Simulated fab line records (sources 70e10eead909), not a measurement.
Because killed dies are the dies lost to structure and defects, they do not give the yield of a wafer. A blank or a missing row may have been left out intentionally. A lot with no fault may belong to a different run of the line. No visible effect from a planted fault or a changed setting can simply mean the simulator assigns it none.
Comparing a struck lot with a sound one / flow nand harc / 21 steps out of a route of 1302
Sound: these wafers, L730.1, L730.3, L730.5. Wafers struck: L722.1, L722.3, L722.4. Last of all comes the cause.
Order at every step that has rows: each side's tool, ch and its chambers, its first start. Under that, the readings that differ: sound wafers / struck wafers / difference of the means / sigmas: that difference in standard deviations of wafers without a fault.
alike: words and numbers the same on both sides, and readings whose means are apart by under 2 such deviations; not compared: readings that were withheld, readings missing a value for some wafer, numbers with overlapping values and no deviation given by the record, and bounds like >300 which may hide the same value.
The two part at a step that has a row with sigmas, a row that says differs or no value, or rows on one side only. Numbers that have no deviation but don't overlap get no sigmas and don't part them. A reading missing from all wafers of one side parts the sides only when that side holds two or more wafers.

first, 10 steps without rows for these wafers: NHARC_P_M1_PRE_CLEAN_32 (time 12 s); NHARC_P_M1_DEP_33 (deposits SiCN, target thk 30 nm); NHARC_P_M2_DEP_00 (deposits SiOC, target thk 182.5 nm); NHARC_P_M2_DEHYDRATE_01 (time 120 s); NHARC_P_M2_HMDS_02 (time 30 s); NHARC_P_M2_COAT_34 (time 65 s); NHARC_P_M2_COAT_03 (resist thk 90 nm); NHARC_P_M2_SOFTBAKE_04 (time 55 s); NHARC_P_M2_EBR_05; NHARC_P_M2_EXPOSE_06 (exposes mask P M2, target cd 170 nm).
NHARC_P_M2_PEB_07: peb time 65 s.
  sound on litho track-06 ch 0, day 13 18:32; struck on litho track-06 ch 0, day 10 12:36
reading=heater power total W (W); sound=156.0 156.5 157.1; struck=160.6 161.3 161.2; difference=+4.5; sigmas=+10
reading=plate temp C (C); sound=99.86 99.87 100.07; struck=102.18 101.99 102.00; difference=+2.12; sigmas=+15
then, 1 step without rows for these wafers: NHARC_P_M2_DEVELOP_08 (develop time 35 s).
NHARC_P_M2_CD_MEAS_09 targets a cd of 170 nm.
  sound on cd sem-01 ch 0, day 13 18:37; struck on cd sem-02 ch 0
reading=cd nm (nm); sound=170.4 170.4 170.1; struck=175.1 175.3 174.8; difference=+4.8; sigmas=+11
  not compared: hold
NHARC_P_M2_OVL_MEAS_10: pitch 340 nm.
  struck on overlay-02, day 10 19:45; sound on overlay-01, day 13 18:42
reading=hold; sound=- - -; struck=await dispo/6.8h/release await dispo/6.8h/release await dispo/6.8h/release; difference=no value on the sound wafers; sigmas=
  alike: overlay x nm, overlay y nm
NHARC_P_M2_DESCUM_14: chemistry O2, time 3 s.
  sound on rie diel-04 ch 0,3, day 13 18:48; struck on rie diel-02 ch 0,2,3, day 10 19:51
reading=model.P_M2.cd nm (nm); sound=170.1 170.3 170; struck=174.7 175.1 174.9; difference=+4.8; sigmas=
  alike: drypump motor current A, oes product au, rf vpp V, showerhead plenum p Torr, throttle valve pct
  not compared: rf hours counter h
then, 2 steps without rows for these wafers: NHARC_P_M2_ETCH_35 (etches the open film in N2/H2, target depth 40 nm, overetch 12 nm, time 43.94 s); NHARC_P_M2_ETCH_15 (etches the open film in C4F8/Ar, target depth 182.5 nm, time 91.2 s).
NHARC_P_M2_CD_MEAS_16:
  struck on cd sem-03, day 10 20:20; sound on cd sem-02, day 13 19:06
reading=cd nm (nm); sound=170.5 170.4 170.2; struck=174.6 175.7 175.1; difference=+4.8; sigmas=+8
  not compared: hold
NHARC_P_M2_STRIP_18: strips in N2/H2.
  sound on rie diel-04 ch 0,1,3, day 13 19:12; struck on rie diel-13 ch 0,1,3, day 11 01:58
reading=hold; sound=- - -; struck=await dispo/5.5h/release await dispo/5.5h/release await dispo/5.5h/release; difference=no value on the sound wafers; sigmas=
  alike: drypump motor current A, oes product au, rf vpp V, showerhead plenum p Torr, throttle valve pct
  not compared: rf hours counter h
NHARC_P_M2_ETCH_28: etches the open film in CF4/N2, target depth 30 nm, time 72.99 s.
  sound on rie diel-04 ch 0,2; struck on rie diel-13 ch 0,1,3
reading=model.P_M2.cd nm (nm); sound=170.3 170.3 169.6; struck=174.3 175.8 175; difference=+5.0; sigmas=
  alike: drypump motor current A, oes product au, rf vpp V, showerhead plenum p Torr, throttle valve pct
  not compared: rf hours counter h
then, 1 step without rows for these wafers: NHARC_P_M2_STRIP_19 (strips in post etch residue remover, time 600 s).

## WHERE THEY PART
Last at NHARC_P_M2_STRIP_18 as far as this record goes, first at NHARC_P_M2_PEB_07. Later steps at which nothing parts them and some readings are alike: NHARC_P_M2_ETCH_28.

WHY: the cause the simulator had injected
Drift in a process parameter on litho track-06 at NHARC_P_M2_PEB_07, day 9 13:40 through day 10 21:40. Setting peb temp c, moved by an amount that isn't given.
